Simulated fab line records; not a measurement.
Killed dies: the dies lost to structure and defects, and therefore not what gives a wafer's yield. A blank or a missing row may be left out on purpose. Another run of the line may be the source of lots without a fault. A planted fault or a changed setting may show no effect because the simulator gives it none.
Matching of chambers :: flow n5Finfet :: 4 sister chambers for N5_BEOL_M4_ALD_98 on aldSin-03
The step deposits SiO2, target thk 2.5 nm, pulse time 1 s, co reactant pulse time 1 s. 4 wafers are shown with their chamber, then 7 later ones without.

## WAFERS WITH THEIR CHAMBER
wafer: L075.3
chamber: 0
heaterPowerW (W): 82

wafer: L085.5
chamber: 1
heaterPowerW (W): 73

wafer: L088.1
chamber: 2
heaterPowerW (W): 93

wafer: L088.4
chamber: 3
heaterPowerW (W): 75

## WAFERS WHOSE CHAMBER IS MISSING
wafer: L088.5
heaterPowerW (W): 74

wafer: L094.1
heaterPowerW (W): 94

wafer: L094.4
heaterPowerW (W): 83

wafer: L094.5
heaterPowerW (W): 95

wafer: L097.2
heaterPowerW (W): 73

wafer: L097.4
heaterPowerW (W): 95

wafer: L097.5
heaterPowerW (W): 81

## EACH ONE'S CHAMBER
wafer: L088.5
from the rows above: can't be placed: 1 or 3
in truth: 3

wafer: L094.1
from the rows above: 2
in truth: 2

wafer: L094.4
from the rows above: 0
in truth: 0

wafer: L094.5
from the rows above: 2
in truth: 2

wafer: L097.2
from the rows above: can't be placed: 1 or 3
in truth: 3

wafer: L097.4
from the rows above: 2
in truth: 2

wafer: L097.5
from the rows above: 0
in truth: 0
Correct placement for 5 of the 7. These rows do not allow placing 2 (true chamber among the candidates in 2). Number placed wrongly: 0.
How it was worked out, from the rows above alone: a wafer's distance from a chamber is the root of the sum, over the readings, of the square of ((its reading less the chamber's mean) divided by the reading's scatter). The wafer belongs to the nearest chamber; if the next one is less than 2 further off, it can't be placed. A chamber's mean is the mean of its shown wafers. The scatter: with one shown wafer a chamber, the root of the mean of the squares of how far each hidden wafer lies from its nearest shown one.
